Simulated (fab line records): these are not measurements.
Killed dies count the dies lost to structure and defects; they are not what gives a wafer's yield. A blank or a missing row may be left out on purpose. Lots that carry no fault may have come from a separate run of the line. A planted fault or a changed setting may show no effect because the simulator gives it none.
Matching of chambers ; flow n5_finfet ; N5_HKMG_FIN_ALD_21 on ald_metal-03 has 4 sister chambers
The step deposits TiN, target thk 1.5 nm, pulse time 1 s, purge time 3 s. 4 wafers are shown with their chamber, then 9 later ones without.

## WAFERS, EACH WITH ITS CHAMBER
wafer;chamber;heater_power_w (W)
L085.4;0;1015
L091.2;3;797
L091.3;1;917
L091.4;2;657

## WAFERS WITHOUT THEIR CHAMBER
wafer;heater_power_w (W)
L092.2;1029
L092.5;648
L092.6;920
L093.1;656
L093.3;1047
L093.4;792
L096.3;666
L096.4;649
L096.5;1038

## EACH ONE'S CHAMBER
wafer;from the rows above;in truth
L092.2;0;0
L092.5;2;2
L092.6;1;1
L093.1;2;2
L093.3;0;0
L093.4;3;3
L096.3;2;2
L096.4;2;2
L096.5;0;0
9 of 9 placed correctly. Number that these rows cannot place: 0. Wrongly placed: 0.
How it was worked out, from the rows above alone: a wafer's distance from a chamber is the root of the sum, over the readings, of the square of ((its reading less the chamber's mean) divided by the reading's scatter). The wafer belongs to the nearest chamber; if the next one is less than 2 further off, it can't be placed. A chamber's mean is the mean of its shown wafers. The scatter (one wafer shown for each chamber): square how far every hidden wafer sits from the nearest shown wafer, average those squares and take the square root.
